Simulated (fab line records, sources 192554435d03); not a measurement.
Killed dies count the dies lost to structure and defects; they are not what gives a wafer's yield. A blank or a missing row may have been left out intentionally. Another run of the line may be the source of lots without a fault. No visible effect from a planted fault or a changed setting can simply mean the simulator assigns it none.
Chamber matching :: flow n5-finfet :: rie-diel-02 running N5_PMOS_HMC_CHANNEL_EPI_STRIP_33: 4 sister chambers
The step strips in N2/H2. 4 wafers are shown with their chamber, then 9 later ones without.

WAFERS PAIRED WITH THEIR CHAMBERS
wafer: L291.2
chamber: 0
drypump-motor-current-A (A): 6.6

wafer: L292.4
chamber: 2
drypump-motor-current-A (A): 5.2

wafer: L294.1
chamber: 1
drypump-motor-current-A (A): 5.9

wafer: L294.6
chamber: 3
drypump-motor-current-A (A): 5.9

WAFERS WITHOUT THEIR CHAMBER
wafer: L295.2
drypump-motor-current-A (A): 6.5

wafer: L295.3
drypump-motor-current-A (A): 5.9

wafer: L295.6
drypump-motor-current-A (A): 5.9

wafer: L296.1
drypump-motor-current-A (A): 5.9

wafer: L296.3
drypump-motor-current-A (A): 5.9

wafer: L296.6
drypump-motor-current-A (A): 6.5

wafer: L297.1
drypump-motor-current-A (A): 6.5

wafer: L297.3
drypump-motor-current-A (A): 5.9

wafer: L297.6
drypump-motor-current-A (A): 5.9

CHAMBER TAKEN BY EACH
wafer: L295.2
from the rows above: 0
in truth: 0

wafer: L295.3
from the rows above: can't be placed: 1 or 3
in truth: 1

wafer: L295.6
from the rows above: can't be placed: 1 or 3
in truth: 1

wafer: L296.1
from the rows above: can't be placed: 1 or 3
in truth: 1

wafer: L296.3
from the rows above: can't be placed: 1 or 3
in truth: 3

wafer: L296.6
from the rows above: 0
in truth: 0

wafer: L297.1
from the rows above: 0
in truth: 0

wafer: L297.3
from the rows above: can't be placed: 1 or 3
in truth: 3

wafer: L297.6
from the rows above: can't be placed: 1 or 3
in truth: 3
3 of 9 placed correctly. Cannot be placed on the basis of these rows: 6; the candidates contain the true chamber in 6. Number placed wrongly: 0.
How it was worked out, from the rows above alone: a wafer's distance from a chamber is the root of the sum, over the readings, of the square of ((its reading less the chamber's mean) divided by the reading's scatter). If the next closest chamber is less than 2 further off than the closest, the wafer can't be placed; otherwise it belongs to the closest. For every chamber, the mean is computed from those of its wafers that are shown. The scatter (one wafer shown for each chamber): square how far every hidden wafer sits from the nearest shown wafer, average those squares and take the square root.
